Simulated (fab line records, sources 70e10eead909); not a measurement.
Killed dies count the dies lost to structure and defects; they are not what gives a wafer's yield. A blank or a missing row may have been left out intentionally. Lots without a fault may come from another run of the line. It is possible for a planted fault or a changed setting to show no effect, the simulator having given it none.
fab line records	flow nand-harc
record: lots: 6	wafers: 18	last-day: 33
route steps=1302 shown A_CONTACT@1072 END@1302
lots with no fault: from the same line, run without faults
start-h: hours from the record's first day to the start of the lot's first wafer shown	wait-h: hours since the lot's step before	" repeats the value in the row above	L1.1+2: one row covering several wafers at once	- either no value or no given start	* or withheld: withheld	< > ~ a bound
route shown NAME@n: names a module that has steps shown in the file, with the first one's number in the route	usual: mean and standard deviation over wafers with no fault	same: alike in all rows	chamber/n: place in a boat	sites: each site's reading	_std_site: standard deviation across them	_edge_site: the outer-site mean with the inner-site mean subtracted	radius-mm: how far each site lies from the wafer's centre	mask NAME#n: copy n	behind: the last tool/chamber to shape the wafer	hold: the reason the lot was held/the length of the hold in hours/how it ended	device: names the non-switching transistor (n, p or np)	end of line: tests run on the same wafers once the route is complete	step lacking rows: just its recipe	killed: dies lost to structure and defects at the first sort, not the wafer's yield	map: the dies of a wafer, with x for killed, . for not killed, _ for no die there
set.NAME: the run value of the setting; set.NAME@STEP: its run value at that earlier step	model.NAME: the simulator's own value behind a step, which no gauge read
lots seen at some steps along the route; tables by step, rows by wafer
services: the hour from which a tool's chamber was out of use, counted from the record's first day as start-h (under 0 if before that day), plus the number of hours and why
== steps ==
step: NHARC_A_CONTACT_COAT_02
recipe: spin-rpm: 1500	resist-thk-nm: 90
step: NHARC_A_CONTACT_SOFTBAKE_03
recipe: temp-c: 105	time-s: 55
step: NHARC_A_CONTACT_EBR_04
step: NHARC_A_CONTACT_EXPOSE_05
recipe: na: 1.35	sigma-outer: 0.8	dose-mj: 84.24	mask-id: A_CC
step: NHARC_A_CONTACT_PEB_06
recipe: peb-temp-c: 100	peb-time-s: 65
step: NHARC_A_CONTACT_DEVELOP_07
recipe: develop-time-s: 35	dev-temp-c: 23
step: NHARC_A_CONTACT_CD_MEAS_08
recipe: target-cd-nm: 200	landing-energy-ev: 500
usual: cd-nm: 199.9/0.49
lot.wafer	tool	chamber	start-h	wait-h	cd-nm
L610.1	cd-sem-03	0	527.58	-	200.2
L610.3	"	0	"	"	200.5
L610.6	"	0	"	"	199.7
L611.2	cd-sem-02	0	538.41	-	199.3
L611.3	"	0	"	"	199.5
L611.4	"	0	"	"	199.4
L619.1	cd-sem-02	0	608.32	-	199.8
L619.2	"	0	"	"	199.2
L619.5	"	0	"	"	199.3
L618.3	cd-sem-01	0	609.46	-	200.3
L618.5	"	0	"	"	200.4
L618.6	"	0	"	"	200.1
L628.1	cd-sem-02	0	702.68	-	200.5
L628.3	"	0	"	"	199.3
L628.4	"	0	"	"	199.6
L630.1	cd-sem-03	0	731.57	-	199.6
L630.2	"	0	"	"	199.4
L630.3	"	0	"	"	199.6
step: NHARC_A_CONTACT_OVL_MEAS_09
usual: overlay-x-nm: -0.1/0.81	overlay-y-nm: -0.1/0.96
lot.wafer	tool	chamber	start-h	wait-h	overlay-x-nm	overlay-y-nm
L610.1	overlay-02	-	527.67	-	-0.3	0.4
L610.3	"	-	"	"	-0.2	0.6
L610.6	"	-	"	"	-0.3	0.4
L611.2	overlay-02	-	538.50	-	0.8	-1.3
L611.3	"	-	"	"	1.2	-1.1
L611.4	"	-	"	"	-0.3	-1.4
L619.1	overlay-01	-	608.40	-	0.3	0.0
L619.2	"	-	"	"	-0.2	-0.1
L619.5	"	-	"	"	-0.2	-0.3
L618.3	overlay-01	-	609.54	-	-2.3	-1.1
L618.5	"	-	"	"	-2.3	-0.9
L618.6	"	-	"	"	-1.8	-0.9
L628.1	overlay-01	-	702.77	-	-1.3	2.9
L628.3	"	-	"	"	-1.1	1.9
L628.4	"	-	"	"	-0.3	1.7
L630.1	overlay-01	-	731.66	-	0.6	0.6
L630.2	"	-	"	"	0.5	0.5
L630.3	"	-	"	"	0.4	0.9
step: NHARC_A_CONTACT_INSPECT_10
usual: raw-defect-count: 84/42
lot.wafer	tool	chamber	start-h	wait-h	raw-defect-count
L610.1	defect-inspect-01	-	527.70	0.0	59
L610.3	"	-	"	"	69
L610.6	"	-	"	"	56
L611.2	defect-inspect-01	-	538.54	0.0	61
L611.3	"	-	"	"	52
L611.4	"	-	"	"	59
L619.1	defect-inspect-02	-	608.44	0.0	137
L619.2	"	-	"	"	116
L619.5	"	-	"	"	121
L618.3	defect-inspect-02	-	609.58	0.0	31
L618.5	"	-	"	"	23
L618.6	"	-	"	"	23
L628.1	defect-inspect-01	-	702.80	0.0	93
L628.3	"	-	"	"	71
L628.4	"	-	"	"	95
L630.1	defect-inspect-02	-	731.69	0.0	118
L630.2	"	-	"	"	104
L630.3	"	-	"	"	101
step: NHARC_A_CONTACT_DESCUM_13
recipe: time-s: 3	o2-flow-sccm: 200	ar-flow-sccm: 0	bias-power-w: 0	chemistry: O2
usual: drypump-motor-current-A: 5.6/0.34	oes-product-au: 1.003/0.011	rf-vpp-V: 58.0/0.79	showerhead-plenum-p-Torr: 1.97/0.08	throttle-valve-pct: 11.311/0.01
lot.wafer	tool	chamber	start-h	wait-h	drypump-motor-current-A	oes-product-au	rf-hours-counter-h	rf-vpp-V	showerhead-plenum-p-Torr	throttle-valve-pct
L610.1	rie-diel-08	2	527.76	0.1	5.7	0.995	50	57.0	1.81	11.310
L610.3	"	1	"	"	5.6	0.992	49	58.8	2.02	11.309
L610.6	"	3	"	"	5.0	1.011	-	59.0	1.94	11.303
L611.4	rie-diel-03	3	538.60	0.1	5.6	1.025	25	59.6	2.05	11.299
L611.2	"	0	"	"	5.3	1.020	18	57.3	1.85	11.307
L611.3	"	1	"	"	6.1	0.993	28	57.5	1.87	11.333
L619.1	rie-diel-08	2	608.50	0.1	5.7	0.995	21	57.6	1.80	11.304
L619.2	"	0	"	"	5.5	1.004	16	59.1	1.93	11.290
L619.5	"	3	"	"	5.0	1.002	-	56.5	1.93	11.322
L618.3	rie-diel-12	3	609.65	0.1	5.4	1.001	26	58.1	2.00	11.311
L618.5	"	1	"	"	6.0	1.008	-	56.5	1.93	11.322
L618.6	"	2	"	"	5.8	1.013	-	58.0	2.02	11.323
L628.4	rie-diel-12	2	702.86	0.1	5.8	1.022	11	57.6	2.01	11.301
L628.1	"	3	"	"	5.4	1.000	13	58.4	2.00	11.306
L628.3	"	0	"	"	5.5	1.013	8	59.9	2.06	11.309
L630.3	rie-diel-12	1	731.76	0.1	6.0	1.005	19	57.3	1.93	11.291
L630.2	"	2	"	"	5.8	1.021	18	58.2	2.01	11.304
L630.1	"	3	"	"	5.4	1.010	22	58.7	1.99	11.313
step: NHARC_A_CONTACT_ETCH_88
recipe: target-depth-a: 390	over-etch-frac: 0.3	time-s: 65	ion-energy-ev: 80	cf4-flow-sccm: 150	ar-flow-sccm: 0	rf-w: 300	bias-w: 100	chemistry: CF4
usual: bias-w: 100.00/0.27	cf4-flow-sccm: 150.0/0.42	drypump-motor-current-A: 5.6/0.33	oes-product-au: 1.003/0.0097	rf-vpp-V: 151.8/1.1	showerhead-plenum-p-Torr: 1.81/0.066	throttle-valve-pct: 13.283/0.0091
lot.wafer	tool	chamber	start-h	wait-h	bias-w	cf4-flow-sccm	drypump-motor-current-A	oes-product-au	rf-hours-counter-h	rf-vpp-V	showerhead-plenum-p-Torr	throttle-valve-pct
L610.1	rie-diel-08	1	527.90	0.1	99.74	149.8	5.6	1.001	49	153.2	1.86	13.277
L610.3	"	0	"	"	100.36	149.9	5.6	1.011	51	150.6	1.79	13.285
L610.6	"	1	"	"	100.21	150.0	5.6	0.999	-	153.3	1.86	13.297
L611.4	rie-diel-03	3	538.69	0.1	99.57	149.7	5.7	1.006	25	152.6	1.88	13.282
L611.2	"	0	"	"	100.14	149.6	5.2	1.025	18	149.6	1.71	13.284
L611.3	"	1	"	"	100.02	149.1	6.1	1.000	28	152.0	1.73	13.269
L619.2	rie-diel-08	1	608.59	0.1	99.48	150.1	5.6	0.995	18	153.2	1.86	13.276
L619.1	"	3	"	"	100.56	150.1	5.0	0.993	19	152.2	1.78	13.290
L619.5	"	0	"	"	100.55	150.6	5.6	0.989	-	151.9	1.78	13.279
L618.3	rie-diel-12	3	609.74	0.1	100.15	149.9	5.4	1.010	26	152.6	1.84	13.264
L618.5	"	0	"	"	99.61	150.4	5.6	0.997	-	153.4	1.90	13.272
L618.6	"	1	"	"	100.00	149.7	6.0	1.004	-	152.3	1.79	13.281
L628.1	rie-diel-12	2	702.95	0.1	100.10	150.1	5.8	1.008	11	152.8	1.85	13.296
L628.4	"	0	"	"	100.69	149.5	5.6	1.000	8	152.7	1.90	13.271
L628.3	"	1	"	"	99.84	150.0	6.0	1.002	13	152.1	1.78	13.285
L630.3	rie-diel-12	0	731.84	0.1	99.88	149.4	5.6	1.011	16	152.5	1.89	13.273
L630.2	"	1	"	"	99.87	150.0	6.0	1.001	19	151.9	1.78	13.289
L630.1	"	3	"	"	99.83	149.3	5.4	1.012	22	151.6	1.84	13.281
step: NHARC_A_CONTACT_ETCH_89
recipe: target-depth-a: 2600	over-etch-frac: 0.3	time-s: 475.3	ion-energy-ev: 200	n2-flow-sccm: 150	h2-flow-sccm: 150	ar-flow-sccm: 0	rf-w: 400	bias-w: 150	chemistry: N2/H2
usual: bias-w: 150.0/0.42	chamber-pressure-mTorr: 30.000/0.028	drypump-motor-current-A: 5.6/0.33	oes-product-au: 1.003/0.0093	rf-vpp-V: 432.2/2.4	showerhead-plenum-p-Torr: 2.10/0.085	throttle-valve-pct: 14.172/0.0086
lot.wafer	tool	chamber	start-h	wait-h	bias-w	chamber-pressure-mTorr	drypump-motor-current-A	oes-product-au	rf-hours-counter-h	rf-vpp-V	showerhead-plenum-p-Torr	throttle-valve-pct
L610.3	rie-diel-08	1	-	-	149.8	29.989	5.6	0.984	49	433.3	2.16	14.168
L610.1	"	2	"	"	150.2	30.014	5.7	0.983	50	428.4	1.92	14.169
L610.6	"	3	"	"	150.3	30.056	5.0	0.999	-	430.5	2.06	14.185
L611.3	rie-diel-03	3	-	-	150.2	30.037	5.7	1.009	25	435.4	2.19	14.170
L611.4	"	0	"	"	149.6	29.992	5.3	1.008	18	428.5	1.97	14.171
L611.2	"	1	"	"	149.3	29.993	6.1	1.000	28	429.2	1.99	14.183
L619.1	rie-diel-08	1	-	-	149.7	29.978	5.6	0.995	18	433.7	2.15	14.173
L619.2	"	3	"	"	149.8	29.970	5.0	0.997	19	430.5	2.06	14.167
L619.5	"	2	"	"	150.3	29.969	5.7	0.988	-	427.4	1.91	14.156
L618.3	rie-diel-12	1	-	-	150.2	30.013	6.0	0.998	28	429.9	2.06	14.170
L618.6	"	1	"	"	150.4	29.983	6.1	1.006	-	431.4	2.06	14.170
L618.5	"	2	"	"	149.2	30.001	5.8	1.005	-	433.4	2.16	14.165
L628.1	rie-diel-12	3	-	-	149.9	29.993	5.4	0.999	13	432.8	2.13	14.185
L628.4	"	1	"	"	149.7	29.967	6.0	1.004	13	430.6	2.06	14.162
L628.3	"	2	"	"	150.4	30.011	5.8	1.006	12	432.5	2.15	14.179
L630.1	rie-diel-12	3	-	-	150.0	29.973	5.4	1.007	22	431.7	2.13	14.176
L630.2	"	1	"	"	150.3	30.050	6.0	1.003	19	432.3	2.05	14.162
L630.3	"	2	"	"	149.4	30.014	5.8	1.011	18	433.5	2.15	14.178
step: NHARC_A_CONTACT_ETCH_30
recipe: target-depth-a: 726	time-s: 36.3	cf4-flow-sccm: 100	chf3-flow-sccm: 30	ar-flow-sccm: 0	rf-w: 500	bias-w: 200	chemistry: CF4/CHF3
usual: bias-w: 200.0/0.66	cf4-flow-sccm: 100.0/0.3	drypump-motor-current-A: 5.6/0.34	oes-product-au: 0.939/0.021	rf-vpp-V: 371.9/2.2	showerhead-plenum-p-Torr: 1.61/0.059	throttle-valve-pct: 16.801/0.0088
lot.wafer	tool	chamber	start-h	wait-h	bias-w	cf4-flow-sccm	drypump-motor-current-A	oes-product-au	rf-hours-counter-h	rf-vpp-V	showerhead-plenum-p-Torr	throttle-valve-pct
L610.1	rie-diel-08	0	528.34	-	201.3	99.8	5.6	0.922	51	371.1	1.59	16.789
L610.3	"	1	"	"	200.3	99.7	5.6	0.910	50	373.6	1.66	16.796
L610.6	"	0	"	"	200.2	99.6	5.6	0.924	-	371.3	1.59	16.812
L611.2	rie-diel-03	0	539.12	-	200.3	99.7	5.3	0.936	19	369.3	1.52	16.787
L611.3	"	2	"	"	198.3	100.0	4.8	0.928	28	369.9	1.53	16.810
L611.4	"	3	"	"	201.9	99.9	5.7	0.941	25	374.5	1.68	16.806
L619.2	rie-diel-08	2	609.03	-	-	-	-	-	-	-	-	-
L619.1	"	3	"	"	-	-	-	-	-	-	-	-
L619.5	"	0	"	"	-	-	-	-	-	-	-	-
L618.3	rie-diel-12	0	610.16	-	-	-	-	-	-	-	-	-
L618.5	"	0	"	"	-	-	-	-	-	-	-	-
L618.6	"	1	"	"	-	-	-	-	-	-	-	-
L628.3	rie-diel-12	1	703.39	-	199.7	99.8	6.0	0.975	13	370.9	1.59	16.805
L628.1	"	3	"	"	200.0	100.0	5.4	0.962	13	372.2	1.64	16.809
L628.4	"	0	"	"	200.4	100.0	5.6	0.983	8	375.1	1.69	16.809
L630.2	rie-diel-12	1	732.28	-	199.1	100.3	6.0	0.935	19	370.4	1.58	16.792
L630.3	"	3	"	"	200.2	99.9	5.4	0.936	22	371.8	1.64	16.799
L630.1	"	0	"	"	199.9	99.7	5.6	0.932	17	374.1	1.69	16.789
step: NHARC_A_CONTACT_ETCH_31
recipe: target-depth-a: 28000	over-etch-frac: 0.3	time-s: 728	ion-energy-ev: 150	o2-flow-sccm: 400	cos-flow-sccm: 20	ar-flow-sccm: 0	rf-w: 500	bias-w: 300	chemistry: O2/COS
usual: bias-w: 300.0/0.92	chamber-pressure-mTorr: 20.001/0.018	drypump-motor-current-A: 5.6/0.33	oes-product-au: 1.002/0.0098	rf-vpp-V: 315.4/1.9	showerhead-plenum-p-Torr: 3.21/0.12	throttle-valve-pct: 28.330/0.0088
lot.wafer	tool	chamber	start-h	wait-h	bias-w	chamber-pressure-mTorr	drypump-motor-current-A	oes-product-au	rf-hours-counter-h	rf-vpp-V	showerhead-plenum-p-Torr	throttle-valve-pct
L610.3	rie-diel-08	0	-	-	299.7	19.993	5.6	1.006	51	315.6	3.15	28.340
L610.1	"	3	"	"	300.3	19.962	5.0	1.004	53	315.1	3.16	28.344
L610.6	"	0	"	"	299.3	20.002	5.6	1.007	-	313.7	3.15	28.332
L611.2	rie-diel-03	3	-	-	300.6	20.014	5.7	1.011	26	317.9	3.33	28.326
L611.3	"	0	"	"	299.4	19.991	5.3	1.015	19	312.4	3.02	28.339
L611.4	"	1	"	"	301.2	20.016	6.1	0.997	28	314.1	3.06	28.340
L619.1	rie-diel-08	0	-	-	300.3	19.979	5.6	1.006	16	314.5	3.14	28.325
L619.2	"	2	"	"	301.0	19.990	5.7	0.994	21	311.9	2.94	28.334
L619.5	"	0	"	"	301.5	19.983	5.6	1.010	-	315.0	3.14	28.323
L618.3	rie-diel-12	0	-	-	297.9	19.983	5.6	0.989	30	317.7	3.36	28.327
L618.5	"	1	"	"	300.7	20.015	6.1	0.992	-	313.9	3.15	28.333
L618.6	"	2	"	"	298.2	19.996	5.8	0.998	-	317.3	3.28	28.331
L628.1	rie-diel-12	3	-	-	299.6	20.006	5.4	1.006	13	315.2	3.25	28.341
L628.3	"	1	"	"	299.9	20.017	6.0	1.002	13	314.6	3.14	28.327
L628.4	"	2	"	"	301.6	20.003	5.8	1.004	12	316.4	3.28	28.321
L630.2	rie-diel-12	0	-	-	299.7	20.008	5.6	1.006	17	317.7	3.35	28.332
L630.3	"	2	"	"	300.4	20.004	5.8	1.009	19	316.4	3.27	28.331
L630.1	"	3	"	"	300.8	20.019	5.4	1.008	22	316.3	3.24	28.343
step: NHARC_END_SORT_01
recipe: temp-c: 25
usual: killed-at-array: 49/18	killed-at-other: 0.7/1.1	killed-at-periphery: 4.0/2.6	killed-dies: 54/19	killed-open: 3.4/1.7	killed-short: 2.5/1.7
same: gross-dies: 677
lot.wafer	tool	chamber	start-h	wait-h	hold	killed-at-array	killed-at-other	killed-at-periphery	killed-dies	killed-open	killed-short
L610.1	prober-01	0	576.78	2.5	-	44	0	1	45	5	1
L610.3	prober-01	0	578.38	3.1	-	39	1	1	41	0	2
L610.6	prober-01	0	580.78	4.0	-	43	0	2	45	2	2
L611.2	prober-01	0	591.10	2.8	-	40	1	2	43	3	3
L611.3	prober-01	0	591.91	3.1	-	36	0	2	38	4	2
L611.4	prober-01	0	592.72	3.4	-	34	0	2	36	2	2
L619.1	prober-01	0	658.65	2.5	await-dispo/5.4h/scrap	676	0	1	677	2	3
L619.2	prober-01	0	659.46	2.8	await-dispo/5.4h/scrap	674	0	3	677	4	6
L619.5	prober-01	0	661.86	3.7	await-dispo/5.4h/scrap	675	0	2	677	2	1
L618.3	prober-02	0	660.26	3.0	await-dispo/3.4h/scrap	675	0	2	677	1	6
L618.5	prober-02	0	661.81	3.6	await-dispo/3.4h/scrap	670	1	6	677	6	4
L618.6	prober-02	0	662.59	3.9	await-dispo/3.4h/scrap	670	2	5	677	2	2
L630.1	prober-02	0	782.68	2.5	-	60	0	5	65	3	1
L630.2	prober-02	0	783.49	2.8	-	49	0	6	55	4	1
L630.3	prober-02	0	784.30	3.1	-	50	0	4	54	1	1
killed by level:class
L610.1 A_SLIT:chamber-film-flake=15 A_CHANNEL_HOLE_D2:chamber-film-flake=9 A_STAIRCASE:chamber-film-flake=9 A_CHANNEL_HOLE_D1:chamber-film-flake=2 P_M1:geometric-particle:open=1 A_ONON_D1:geometric-particle:open=1 A_ONON_D1:geometric-particle:short=1 A_ONON_D2:geometric-particle:open=1
L610.3 A_SLIT:chamber-film-flake=16 A_CHANNEL_HOLE_D2:chamber-film-flake=9 A_STAIRCASE:chamber-film-flake=5 A_CONTACT:chamber-film-flake=5 A_M1:chamber-film-flake=1 A_WL_FILL:geometric-particle:short=1 A_M1:geometric-particle:short=1 P_M1:chamber-film-flake=1
L610.6 A_SLIT:chamber-film-flake=26 A_STAIRCASE:chamber-film-flake=4 A_CHANNEL_HOLE_D2:chamber-film-flake=3 A_CONTACT:chamber-film-flake=3 A_M1:chamber-film-flake=2 P_GATE:geometric-particle:open=1 P_CONTACT:geometric-particle:open=1 A_CHANNEL_HOLE_D2:geometric-particle:short=1
L611.2 A_SLIT:chamber-film-flake=21 A_CHANNEL_HOLE_D2:chamber-film-flake=6 A_STAIRCASE:chamber-film-flake=4 A_CHANNEL_FILL_D2:chamber-film-flake=2 P_M1:geometric-particle:short=1 A_SOURCE_PLATE:geometric-particle:short=1 A_ONON_D1:geometric-particle:open=1 A_CHANNEL_FILL_D1:geometric-particle:open=1
L611.3 A_SLIT:chamber-film-flake=15 A_CHANNEL_HOLE_D2:chamber-film-flake=6 A_STAIRCASE:chamber-film-flake=3 P_CONTACT:geometric-particle:open=2 A_CHANNEL_HOLE_D1:chamber-film-flake=2 A_CHANNEL_FILL_D1:chamber-film-flake=2 A_CHANNEL_FILL_D2:chamber-film-flake=2 A_SOURCE_PLATE:geometric-particle:open=1
L611.4 A_SLIT:chamber-film-flake=19 A_CHANNEL_HOLE_D2:chamber-film-flake=6 A_STAIRCASE:chamber-film-flake=3 A_CHANNEL_HOLE_D1:chamber-film-flake=2 P_CONTACT:geometric-particle:open=1 P_M0:geometric-particle:open=1 A_ONON_D2:geometric-particle:short=1 A_BLC:geometric-particle:short=1
L619.1 A_CONTACT:area-etch=611 A_SLIT:chamber-film-flake=28 A_CHANNEL_HOLE_D1:chamber-film-flake=10 A_CHANNEL_HOLE_D2:chamber-film-flake=7 A_STAIRCASE:chamber-film-flake=5 A_M0:chamber-film-flake=3 A_ZERO_WELL:chamber-film-flake=2 A_CHANNEL_FILL_D1:chamber-film-flake=2
L619.2 A_CONTACT:area-etch=600 A_CHANNEL_HOLE_D1:chamber-film-flake=25 A_SLIT:chamber-film-flake=21 A_CHANNEL_HOLE_D2:chamber-film-flake=9 A_CHANNEL_FILL_D2:chamber-film-flake=3 A_STAIRCASE:chamber-film-flake=3 A_CONTACT:chamber-film-flake=3 P_CONTACT:geometric-particle:open=1
L618.3 A_CONTACT:area-etch=645 A_CHANNEL_HOLE_D1:chamber-film-flake=12 A_STAIRCASE:chamber-film-flake=4 A_CONTACT:chamber-film-flake=4 A_CHANNEL_HOLE_D2:unspecified=2 P_STI:geometric-particle:short=1 P_GATE:geometric-particle:short=1 A_CHANNEL_FILL_D1:geometric-particle:short=1
L618.5 A_CONTACT:area-etch=641 A_CHANNEL_HOLE_D1:chamber-film-flake=9 A_CONTACT:chamber-film-flake=4 A_CHANNEL_HOLE_D2:unspecified=3 P_GATE:chamber-film-flake=2 P_GATE:geometric-particle:open=1 P_CONTACT:geometric-particle:open=1 P_BONDPAD:geometric-particle:short=1
L619.5 A_CONTACT:area-etch=602 A_CHANNEL_HOLE_D1:chamber-film-flake=28 A_SLIT:chamber-film-flake=20 A_CHANNEL_HOLE_D2:chamber-film-flake=11 A_STAIRCASE:chamber-film-flake=4 A_ZERO_WELL:chamber-film-flake=3 A_M0:chamber-film-flake=2 P_GATE:geometric-particle:open=1
L618.6 A_CONTACT:area-etch=646 A_CHANNEL_HOLE_D1:chamber-film-flake=11 A_ZERO_WELL:chamber-film-flake=4 A_SLIT:chamber-film-flake=3 P_BONDPAD:chamber-film-flake=2 A_CONTACT:chamber-film-flake=2 THIN_TSV:chamber-film-flake=2 P_CONTACT:geometric-particle:open=1
L630.1 A_SLIT:chamber-film-flake=26 A_CHANNEL_HOLE_D2:chamber-film-flake=19 A_CONTACT:chamber-film-flake=8 A_SGD_CUT:chamber-film-flake=5 P_STI:geometric-particle:open=1 P_GATE:geometric-particle:open=1 P_M0:geometric-particle:open=1 A_ONON_D1:geometric-particle:short=1
L630.2 A_SLIT:chamber-film-flake=23 A_CHANNEL_HOLE_D2:chamber-film-flake=13 A_CHANNEL_FILL_D1:chamber-film-flake=5 P_STI:chamber-film-flake=3 A_DECK1_JOINT:chamber-film-flake=2 A_SGD_CUT:chamber-film-flake=2 P_M0:geometric-particle:open=1 P_M1:geometric-particle:short=1
L630.3 A_CHANNEL_HOLE_D2:chamber-film-flake=21 A_SLIT:chamber-film-flake=16 A_CHANNEL_FILL_D1:chamber-film-flake=4 A_SGD_CUT:chamber-film-flake=3 A_CONTACT:chamber-film-flake=3 P_BONDPAD:geometric-particle:short=1 A_DECK1_JOINT:geometric-particle:open=1 P_ZERO_WELL:chamber-film-flake=1
map L618.3 (x killed, . not)
____________x____________
_________xxxxxxx_________
_______xxxxxxxxxxx_______
______xxxxxxxxxxxxx______
_____xxxxxxxxxxxxxxx_____
____xxxxxxxxxxxxxxxxx____
____xxxxxxxxxxxxxxxxx____
___xxxxxxxxxxxxxxxxxxx___
___xxxxxxxxxxxxxxxxxxx___
__xxxxxxxxxxxxxxxxxxxxx__
__xxxxxxxxxxxxxxxxxxxxx__
_xxxxxxxxxxxxxxxxxxxxxxx_
_xxxxxxxxxxxxxxxxxxxxxxx_
_xxxxxxxxxxxxxxxxxxxxxxx_
_xxxxxxxxxxxxxxxxxxxxxxx_
_xxxxxxxxxxxxxxxxxxxxxxx_
xxxxxxxxxxxxxxxxxxxxxxxxx
xxxxxxxxxxxxxxxxxxxxxxxxx
xxxxxxxxxxxxxxxxxxxxxxxxx
xxxxxxxxxxxxxxxxxxxxxxxxx
xxxxxxxxxxxxxxxxxxxxxxxxx
_xxxxxxxxxxxxxxxxxxxxxxx_
_xxxxxxxxxxxxxxxxxxxxxxx_
_xxxxxxxxxxxxxxxxxxxxxxx_
_xxxxxxxxxxxxxxxxxxxxxxx_
_xxxxxxxxxxxxxxxxxxxxxxx_
__xxxxxxxxxxxxxxxxxxxxx__
__xxxxxxxxxxxxxxxxxxxxx__
___xxxxxxxxxxxxxxxxxxx___
___xxxxxxxxxxxxxxxxxxx___
____xxxxxxxxxxxxxxxxx____
____xxxxxxxxxxxxxxxxx____
_____xxxxxxxxxxxxxxx_____
______xxxxxxxxxxxxx______
_______xxxxxxxxxxx_______
_________xxxxxxx_________
____________x____________
map L619.1 (x killed, . not)
____________x____________
_________xxxxxxx_________
_______xxxxxxxxxxx_______
______xxxxxxxxxxxxx______
_____xxxxxxxxxxxxxxx_____
____xxxxxxxxxxxxxxxxx____
____xxxxxxxxxxxxxxxxx____
___xxxxxxxxxxxxxxxxxxx___
___xxxxxxxxxxxxxxxxxxx___
__xxxxxxxxxxxxxxxxxxxxx__
__xxxxxxxxxxxxxxxxxxxxx__
_xxxxxxxxxxxxxxxxxxxxxxx_
_xxxxxxxxxxxxxxxxxxxxxxx_
_xxxxxxxxxxxxxxxxxxxxxxx_
_xxxxxxxxxxxxxxxxxxxxxxx_
_xxxxxxxxxxxxxxxxxxxxxxx_
xxxxxxxxxxxxxxxxxxxxxxxxx
xxxxxxxxxxxxxxxxxxxxxxxxx
xxxxxxxxxxxxxxxxxxxxxxxxx
xxxxxxxxxxxxxxxxxxxxxxxxx
xxxxxxxxxxxxxxxxxxxxxxxxx
_xxxxxxxxxxxxxxxxxxxxxxx_
_xxxxxxxxxxxxxxxxxxxxxxx_
_xxxxxxxxxxxxxxxxxxxxxxx_
_xxxxxxxxxxxxxxxxxxxxxxx_
_xxxxxxxxxxxxxxxxxxxxxxx_
__xxxxxxxxxxxxxxxxxxxxx__
__xxxxxxxxxxxxxxxxxxxxx__
___xxxxxxxxxxxxxxxxxxx___
___xxxxxxxxxxxxxxxxxxx___
____xxxxxxxxxxxxxxxxx____
____xxxxxxxxxxxxxxxxx____
_____xxxxxxxxxxxxxxx_____
______xxxxxxxxxxxxx______
_______xxxxxxxxxxx_______
_________xxxxxxx_________
____________x____________
== services ==
tool	chamber	start-h	hours	kind
rie-diel-12	0	527.90	-	clean
rie-diel-12	1	527.90	-	clean
rie-diel-12	2	527.90	-	clean
rie-diel-12	3	527.90	-	clean
rie-diel-08	1	542.38	3.7	repair
rie-diel-08	-	545.21	9.0	pm
rie-diel-12	0	552.40	-	clean
rie-diel-12	1	552.40	-	clean
rie-diel-12	2	552.40	-	clean
rie-diel-12	3	552.40	-	clean
rie-diel-12	0	576.90	-	clean
rie-diel-12	1	576.90	-	clean
rie-diel-12	2	576.90	-	clean
rie-diel-12	3	576.90	-	clean
rie-diel-12	1	577.49	3.9	repair
rie-diel-12	3	581.30	1.6	repair
rie-diel-12	-	622.40	9.0	pm
rie-diel-03	-	635.56	9.0	pm
rie-diel-08	1	648.37	9.1	repair
rie-diel-08	-	650.22	0.5	repair
rie-diel-08	-	666.91	0.3	repair
rie-diel-12	0	673.93	16.8	repair
rie-diel-03	3	678.19	6.5	repair
rie-diel-08	-	722.21	9.0	pm
== key ==
first-sign: step: NHARC_A_CONTACT_ETCH_30	reading: tool-record	direction: missing
effect: step: NHARC_END_SORT_01	reading: killed-at-array	direction: up	sigmas: 34	usual: 49	struck: 673
more-kills-born-at: NHARC_A_CONTACT_ETCH_30@rie-diel-12: 1932	NHARC_A_CONTACT_ETCH_30@rie-diel-08: 1813
met-at NHARC_A_CONTACT_ETCH_30
struck-wafers L618.3,L618.5,L618.6,L619.1,L619.2,L619.5
later-rows-left-out L618.3,L618.5,L618.6,L619.1,L619.2,L619.5
tester-left-out L618,L619
onset-between 528.34 609.03
fault: kind: skipped-step-whole	tool: rie-diel-08,rie-diel-12	chamber: -	onset-h: 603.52	steps: NHARC_A_CONTACT_ETCH_30	scope: struck-lots-only
tester-left-out: of these lots the tester's yield and bins aren't shown, on N5 and GAA mostly nor the transistor test; their killed dies are dies lost to structure and defects alone, not to doping, threshold or leakage, so they don't give the yield
later-rows-left-out: the simulator's readings of these wafers behind a module that went badly wrong aren't trusted and aren't shown, but for the sort
